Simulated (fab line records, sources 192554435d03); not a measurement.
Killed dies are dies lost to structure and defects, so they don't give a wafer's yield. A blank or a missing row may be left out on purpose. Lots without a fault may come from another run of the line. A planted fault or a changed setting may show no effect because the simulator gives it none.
Which tool did it? | flow n5_finfet | 11 lots, 31 wafers sampled, at 7 steps of a route of 1938

WHAT THE GAUGES READ, wafer by wafer
N5_BEOL_M8_RS_MEAS_57: measures by four-point-probe.
lot  | measured     | on            | M8_RS (ohm/sq)
L290 | day 9 20:41  | film_metro-01 | 0.286 0.279
L294 | day 10 22:46 | film_metro-01 | 0.300 0.308 0.277
L293 | day 10 23:41 | film_metro-02 | 0.278 0.294 0.281
L301 | day 12 15:23 | film_metro-02 | 0.292 0.285 0.291
L300 | day 12 18:53 | film_metro-02 | 0.292 0.289 0.286
L302 | day 13 02:10 | film_metro-02 | 0.294 0.290 0.298
L303 | day 13 13:29 | film_metro-01 | 0.302 0.288
L304 | day 13 21:34 | film_metro-01 | 0.278 0.288 0.291
L307 | day 14 20:40 | film_metro-02 | 0.286 0.311 0.306
L311 | day 15 17:44 | film_metro-02 | 0.303 0.291 0.276
L312 | day 15 19:33 | film_metro-01 | 0.281 0.293 0.295

N5_BEOL_M8_INSPECT_58: inspects for defects (darkfield).
lot  | measured     | on                | raw_defect_count
L290 | day 9 20:42  | defect_inspect-01 | 59 60
L294 | day 10 22:47 | defect_inspect-02 | 115 78 62
L293 | day 10 23:43 | defect_inspect-02 | 53 88 64
L301 | day 12 15:25 | defect_inspect-01 | 44 74 86
L300 | day 12 18:55 | defect_inspect-02 | 84 35 42
L302 | day 13 02:11 | defect_inspect-01 | 88 94 109
L303 | day 13 13:31 | defect_inspect-01 | 78 68
L304 | day 13 21:36 | defect_inspect-01 | 82 57 61
L307 | day 14 20:41 | defect_inspect-01 | 75 47 94
L311 | day 15 17:46 | defect_inspect-01 | 980 1017 934
L312 | day 15 19:35 | defect_inspect-02 | 966 982 1012

N5_BEOL_M9_INSPECT_13: inspects for defects (brightfield).
lot  | measured     | on                | raw_defect_count
L290 | day 9 23:06  | defect_inspect-02 | 402 574
L294 | day 11 00:43 | defect_inspect-01 | 408 323 295
L293 | day 11 01:01 | defect_inspect-02 | 456 497 376
L301 | day 12 18:57 | defect_inspect-02 | 708 483 440
L300 | day 12 20:29 | defect_inspect-01 | 523 339 472
L302 | day 13 05:07 | defect_inspect-02 | 451 407 387
L303 | day 13 15:44 | defect_inspect-01 | 432 404
L304 | day 13 23:10 | defect_inspect-02 | 540 476 469
L307 | day 15 00:19 | defect_inspect-01 | 351 494 474
L311 | day 15 19:32 | defect_inspect-02 | 1412 1363 1322
L312 | day 15 22:25 | defect_inspect-02 | 1248 1276 1493

N5_BEOL_M9_INSPECT_30: inspects for defects (brightfield).
lot  | measured     | on                | raw_defect_count
L290 | day 10 01:46 | defect_inspect-01 | 424 589
L294 | day 11 01:39 | defect_inspect-01 | 395 314 292
L293 | day 11 02:04 | defect_inspect-02 | 466 496 378
L301 | day 13 00:31 | defect_inspect-02 | 702 473 432
L300 | day 13 00:21 | defect_inspect-02 | 510 336 429
L302 | day 13 07:02 | defect_inspect-02 | 458 413 383
L303 | day 13 17:04 | defect_inspect-02 | 396 413
L304 | day 14 03:47 | defect_inspect-02 | 543 482 467
L307 | day 15 03:30 | defect_inspect-01 | 333 475 455
L311 | day 15 21:23 | defect_inspect-02 | 1389 1375 1308
L312 | day 15 23:49 | defect_inspect-02 | 1261 1254 1463

WHICH TOOL RAN EACH LOT (tool, then ch and the chambers of the sampled wafers, then the start)
lot  | N5_BEOL_M8_PRE_CLEAN_55         | N5_BEOL_M9_ILD_DEP_00           | N5_BEOL_M9_PECVD_70
L290 | pecvd-01 ch 2, day 9 20:35      | pecvd-02 ch 2, day 9 20:46      | pecvd-02 ch 1,2, day 9 21:25
L294 | pecvd-02 ch 0,1,2, day 10 22:40 | pecvd-01 ch 0,1,2, day 10 22:51 | pecvd-01 ch 0,1,2, day 10 23:49
L293 | pecvd-01 ch 0,1,2, day 10 23:35 | pecvd-02 ch 0,2, day 10 23:45   | pecvd-01 ch 1,2, day 11 00:22
L301 | pecvd-02 ch 0,1,2, day 12 15:17 | pecvd-02 ch 0,2, day 12 15:26   | pecvd-04 ch 0,1,2, day 12 16:04
L300 | pecvd-02 ch 0,1,2, day 12 18:47 | pecvd-01 ch 0,1,2, day 12 18:56 | pecvd-01 ch 0,1,2, day 12 19:34
L302 | pecvd-03 ch 0,1,2, day 13 02:04 | pecvd-01 ch 1,2, day 13 02:14   | pecvd-02 ch 0,1, day 13 02:52
L303 | pecvd-03 ch 1,2, day 13 13:23   | pecvd-04 ch 0,1, day 13 13:33   | pecvd-01 ch 0,1, day 13 14:11
L304 | pecvd-02 ch 0,1,2, day 13 21:29 | pecvd-04 ch 0,1, day 13 21:38   | pecvd-02 ch 0,2, day 13 22:16
L307 | pecvd-01 ch 0,1,2, day 14 20:35 | pecvd-04 ch 0,2, day 14 20:44   | pecvd-04 ch 0,1,2, day 14 21:50
L311 | pecvd-02 ch 0,1,2, day 15 17:38 | pecvd-04 ch 0,1,2, day 15 17:48 | pecvd-02 ch 1,2, day 15 18:25
L312 | pecvd-02 ch 0,2, day 15 19:28   | pecvd-01 ch 0,2, day 15 19:37   | pecvd-02 ch 1,2, day 15 20:14
- N5_BEOL_M8_PRE_CLEAN_55: time 15 s.
- N5_BEOL_M9_ILD_DEP_00: deposits SiCOH lowk from DEMS/porogen, target thk 308.51 nm, time 58 s.
- N5_BEOL_M9_PECVD_70: deposits SiO2 from TEOS/O2, target thk 20 nm, time 22.7 s.

WHAT THE TOOLS THEMSELVES READ (means of the sampled wafers that have a number; where no wafer has one, the mark that the record gives instead)
N5_BEOL_M9_ILD_DEP_00.
lot  | tool     | heater_power_w (W) | showerhead_plenum_p_Torr (Torr) | throttle_valve_pct (%)
L290 | pecvd-02 | 218                | 5.745                           | 12.9
L294 | pecvd-01 | 330                | 5.749                           | 14.2
L293 | pecvd-02 | 298                | 5.741                           | 13.3
L301 | pecvd-02 | 254                | 5.745                           | 13.4
L300 | pecvd-01 | 338                | 5.752                           | 14.2
L302 | pecvd-01 | 287                | 5.745                           | 13.5
L303 | pecvd-04 | 335                | 5.731                           | 13.3
L304 | pecvd-04 | 323                | 5.750                           | 13.7
L307 | pecvd-04 | 343                | 5.743                           | 14.2
L311 | pecvd-04 | 354                | 5.745                           | 13.8
L312 | pecvd-01 | 343                | 5.770                           | 14.1

N5_BEOL_M9_PECVD_70.
lot  | tool     | heater_power_w (W) | showerhead_plenum_p_Torr (Torr) | throttle_valve_pct (%)
L290 | pecvd-02 | 652                | 8.75                            | 22.2
L294 | pecvd-01 | 718                | 8.82                            | 22.8
L293 | pecvd-01 | 683                | 8.74                            | 22.8
L301 | pecvd-04 | 797                | 8.77                            | 22.0
L300 | pecvd-01 | 719                | 8.82                            | 22.9
L302 | pecvd-02 | 765                | 8.75                            | 22.9
L303 | pecvd-01 | 680                | 8.79                            | 23.9
L304 | pecvd-02 | 670                | 8.78                            | 21.5
L307 | pecvd-04 | 778                | 8.78                            | 22.0
L311 | pecvd-02 | 639                | 8.77                            | 22.0
L312 | pecvd-02 | 688                | 8.75                            | 22.7

THE ANSWER, worked out from the rows above alone
Rule: what is usual is taken from the lots themselves. Put in order of their means at a reading, lots are off if they are a third of the lots or fewer, leave a main group of 4 or more, and stand apart from it by a gap of 3 or more times the standard deviation of the main group's means; of several such gaps the widest counts. A main group whose means are all the same, to the digits that the tables above print for the reading, isn't used. A lot without any number at a reading at which 4 lots or more have one is off too. The other lots that the step has rows for count as sound. The gauges are gone through in route order, then the tools' own readings, and for those a lot's mean is taken as printed above. The first step at which some lot is off is used, and at that step the reading that is off furthest; a lot without a number counts as furthest.
Off: L311, L312, at N5_BEOL_M8_INSPECT_58 (raw_defect_count). The main group: mean 71, standard deviation 12.
A tool fits if, at a process step before that reading, it ran every lot that is off, and no sound lot after the first of them. The gauges at N5_BEOL_M8_INSPECT_58 are tried like those tools. One fits: pecvd-02 at N5_BEOL_M8_PRE_CLEAN_55. Its last sound lot is L304 (day 13 21:29), its first lot that is off L311 (day 15 17:38): a fault that began between those two fits.

WHAT THE SIMULATOR HAD PUT IN
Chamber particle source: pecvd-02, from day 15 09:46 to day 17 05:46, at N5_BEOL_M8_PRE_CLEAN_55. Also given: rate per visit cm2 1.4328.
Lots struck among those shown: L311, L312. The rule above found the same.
